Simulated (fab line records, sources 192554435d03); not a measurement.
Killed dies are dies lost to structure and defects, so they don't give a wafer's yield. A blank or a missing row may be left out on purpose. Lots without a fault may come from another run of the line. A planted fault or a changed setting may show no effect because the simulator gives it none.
Chamber matching | flow n5_finfet | N5_BEOL_M1_STRIP_36 on rie_diel-04: 4 sister chambers
The step strips in N2/H2. 18 wafers are shown with their chamber, then 9 later ones without.

WAFERS WITH THEIR CHAMBER
wafer  | chamber | throttle_valve_pct (%) | showerhead_plenum_p_Torr (Torr) | oes_product_au (a.u.)
L076.1 | 0       | 23.5                   | 2.41                            | 0.70
L076.3 | 3       | 23.5                   | 2.45                            | 0.79
L076.4 | 2       | 24.1                   | 2.52                            | 0.71
L079.2 | 3       | 23.5                   | 2.44                            | 0.77
L079.3 | 1       | 23.7                   | 2.42                            | 0.73
L079.5 | 1       | 23.7                   | 2.42                            | 0.72
L084.1 | 2       | 24.1                   | 2.51                            | 0.70
L084.2 | 1       | 23.7                   | 2.42                            | 0.71
L084.4 | 0       | 23.5                   | 2.40                            | 0.70
L085.2 | 1       | 23.7                   | 2.42                            | 0.72
L085.5 | 2       | 24.1                   | 2.51                            | 0.69
L085.6 | 3       | 23.5                   | 2.44                            | 0.77
L086.1 | 1       | 23.7                   | 2.42                            | 0.70
L086.3 | 2       | 24.1                   | 2.51                            | 0.69
L086.4 | 0       | 23.5                   | 2.40                            | 0.69
L087.3 | 3       | 23.4                   | 2.44                            | 0.76
L087.4 | 0       | 23.5                   | 2.40                            | 0.69
L087.6 | 0       | 23.5                   | 2.40                            | 0.70

SIGNATURES (means of the wafers above)
reading                  | chamber 0 | chamber 1 | chamber 2 | chamber 3 | scatter within a chamber
throttle_valve_pct       | 23.500    | 23.700    | 24.100    | 23.475    | 0.0231
showerhead_plenum_p_Torr | 2.4020    | 2.4200    | 2.5125    | 2.4425    | 0.00405
oes_product_au           | 0.6960    | 0.7160    | 0.6975    | 0.7725    | 0.00996
Rule: a wafer's distance from a chamber is the root of the sum, over the readings, of the square of ((its reading less the chamber's mean) divided by the reading's scatter). The wafer belongs to the nearest chamber; if the next one is less than 2 further off, it can't be placed. The scatter: the root of (the sum of the squares of (reading less its chamber's mean) over the shown wafers, divided by (wafers less chambers)).

WAFERS WITHOUT THEIR CHAMBER
wafer  | throttle_valve_pct (%) | showerhead_plenum_p_Torr (Torr) | oes_product_au (a.u.)
L088.3 | 23.5                   | 2.40                            | 0.70
L088.5 | 23.5                   | 2.40                            | 0.69
L088.6 | 23.7                   | 2.42                            | 0.70
L092.1 | 23.7                   | 2.41                            | 0.70
L092.3 | 23.5                   | 2.43                            | 0.76
L092.6 | 24.1                   | 2.51                            | 0.69
L097.1 | 23.5                   | 2.40                            | 0.68
L097.3 | 24.1                   | 2.50                            | 0.67
L097.5 | 23.5                   | 2.40                            | 0.70

WHICH CHAMBER EACH WENT THROUGH
wafer  | from the rows above | in truth
L088.3 | 0                   | 0
L088.5 | 0                   | 0
L088.6 | 1                   | 1
L092.1 | 1                   | 1
L092.3 | 3                   | 3
L092.6 | 2                   | 2
L097.1 | 0                   | 0
L097.3 | 2                   | 2
L097.5 | 0                   | 0
Placed correctly: 9 of 9. Can't be placed from these rows: 0. Placed wrongly: 0.
